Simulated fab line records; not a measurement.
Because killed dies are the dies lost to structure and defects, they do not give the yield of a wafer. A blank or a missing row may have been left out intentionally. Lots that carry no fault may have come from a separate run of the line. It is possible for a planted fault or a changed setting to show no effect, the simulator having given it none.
Matching of chambers    flow n5 finfet    N5_DUMMY_GATE_STRIP_41 on rie diel-03 has 3 sister chambers
The step strips in O2. 18 wafers are shown with their chamber, then 6 later ones without.

== WAFERS WITH THEIR CHAMBER ==
wafer   chamber  showerhead plenum p Torr (Torr)  drypump motor current A (A)  oes product au (a.u.)
L074.3  0        2.21                             5.7                          0.76
L074.5  0        2.21                             5.7                          0.77
L074.6  3        2.21                             5.2                          0.80
L077.2  0        2.20                             5.7                          0.77
L077.5  0        2.20                             5.6                          0.76
L077.6  3        2.20                             5.2                          0.78
L079.1  3        2.20                             5.3                          0.78
L079.3  2        2.02                             5.5                          0.77
L079.5  2        2.02                             5.5                          0.76
L081.2  0        2.20                             5.7                          0.76
L081.5  0        2.20                             5.7                          0.77
L081.6  3        2.20                             5.3                          0.78
L082.1  0        2.20                             5.7                          0.76
L082.2  2        2.02                             5.5                          0.76
L082.3  3        2.20                             5.2                          0.78
L083.3  3        2.20                             5.2                          0.78
L083.4  2        2.02                             5.5                          0.76
L083.5  0        2.20                             5.6                          0.75

SIGNATURES (averages over the wafers above)
reading                   chamber 0  chamber 2  chamber 3  scatter within a chamber
showerhead plenum p Torr  2.2025     2.0200     2.2017     0.00394
drypump motor current A   5.675      5.500      5.233      0.0435
oes product au            0.7625     0.7625     0.7833     0.00711
Rule: distance of a wafer from a chamber = root of the sum over the readings of ((wafer's reading minus chamber's mean) / reading's scatter) squared. The wafer belongs to the nearest chamber; if the next one is less than 2 further off, it can't be placed. The scatter is the square root of a quotient: the sum, over the shown wafers, of each reading's squared deviation from its chamber's mean, divided by wafers minus chambers.

== WAFERS WITH NO CHAMBER GIVEN ==
wafer   showerhead plenum p Torr (Torr)  drypump motor current A (A)  oes product au (a.u.)
L091.2  2.01                             5.5                          0.75
L091.6  2.19                             5.7                          0.74
L094.1  2.19                             5.2                          0.75
L094.2  2.19                             5.7                          0.72
L097.1  2.19                             5.3                          0.75
L097.3  2.01                             5.5                          0.73

== EACH ONE'S CHAMBER ==
wafer   from the rows above  in truth
L091.2  2                    2
L091.6  0                    0
L094.1  3                    3
L094.2  0                    0
L097.1  3                    3
L097.3  2                    2
Correctly placed: 6 of 6. Not placeable from these rows: 0. 0 placed wrongly.
